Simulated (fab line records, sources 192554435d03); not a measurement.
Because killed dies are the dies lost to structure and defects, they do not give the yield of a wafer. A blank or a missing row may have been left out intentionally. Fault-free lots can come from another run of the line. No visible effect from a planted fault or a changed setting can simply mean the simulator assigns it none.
2 desks looking at one fault | flow n5_finfet | only its own numbers are on each desk; what lay behind them is given at the end

== THE TOOL OWNER'S DESK: litho_track-01 ==
The tool's own readings at N5_MOL_CONTACT_COAG_COAT_63 (time 60 s, resist thk 10 nm): means of the sampled wafers that have a number, for each lot that ran on this tool. Marked OUT: a lot whose mean sits more than 4 standard deviations from the usual mean, which makes it out of limits; the brackets give that distance.
Columns: A = dispense_pressure_kPa at N5_MOL_CONTACT_COAG_COAT_63, usual 51.3 kPa; B = spin_speed_rpm at N5_MOL_CONTACT_COAG_COAT_63, usual 1499.8 rpm
lot  | first seen here | A    | B
L673 | day 6 09:40     | 53.0 | 1500.4
L677 | day 7 11:46     | 53.0 | 1577.2 (+78) OUT
L679 | day 7 23:44     | 53.0 | 1577.4 (+78) OUT
This desk's verdict: out of limits on L677, L679, starting with L677 at day 7 11:46 (spin_speed_rpm at N5_MOL_CONTACT_COAG_COAT_63). Within limits: L673.

== AT THE METROLOGY DESK ==
Lot by lot, what the gauges showed, no matter which tool ran the lot: averages of those sampled wafers that carry a number. Marked OUT: a lot whose mean sits more than 4 standard deviations from the usual mean, which makes it out of limits; the brackets give that distance. Readings shown: 7 of its 10, picked as those furthest out on some lot.
Columns: A = DIBL_N at N5_BEOL_M4_RC_MEAS_101, usual 36.4 mV/V; B = DIBL_P at N5_BEOL_M4_RC_MEAS_101, usual 36.3 mV/V; C = IOFF_N at N5_BEOL_M4_RC_MEAS_101, usual 0.163 nA/um; D = IOFF_P at N5_BEOL_M4_RC_MEAS_101, usual 0.21 nA/um; E = ION_P at N5_BEOL_M4_RC_MEAS_101, usual 461 uA/um; F = SS_N at N5_BEOL_M4_RC_MEAS_101, usual 71.6 mV/dec; G = VT_P at N5_BEOL_M4_RC_MEAS_101, usual -250 mV
lot  | first seen here | A    | B    | C     | D    | E   | F    | G
L673 | day 9 09:37     | 35.9 | 36.5 | 0.159 | 0.21 | 456 | 71.6 | -252
L677 | day 10 08:56    | 35.2 | 35.7 | 0.147 | 0.19 | 454 | 71.4 | -253
L679 | day 10 12:46    | 34.9 | 33.8 | 0.138 | 0.18 | 465 | 71.6 | -253
L688 | day 12 22:34    | 38.6 | 38.3 | 0.187 | 0.26 | 467 | 72.1 | -246
Finding of this desk: none of the 4 lots has anything out of limits.

== TAKEN TOGETHER ==
The tool owner's desk had the chance to raise an alarm at day 7 11:46 on L677, L679.
Nothing out of limits was seen by the metrology desk.
The metrology desk holds a record of L677, L679, inside its limits.
On litho_track-01, each named lot ran N5_MOL_CONTACT_COAG_COAT_63.

== WHAT THE SIMULATOR HAD INSERTED ==
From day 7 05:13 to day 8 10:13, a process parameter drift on litho_track-01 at N5_MOL_CONTACT_COAG_COAT_63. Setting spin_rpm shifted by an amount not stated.
Struck lots among those shown: L677, L679.
Delay in hours, fault start to first out-of-limits reading, by desk: the tool owner's desk at 7.
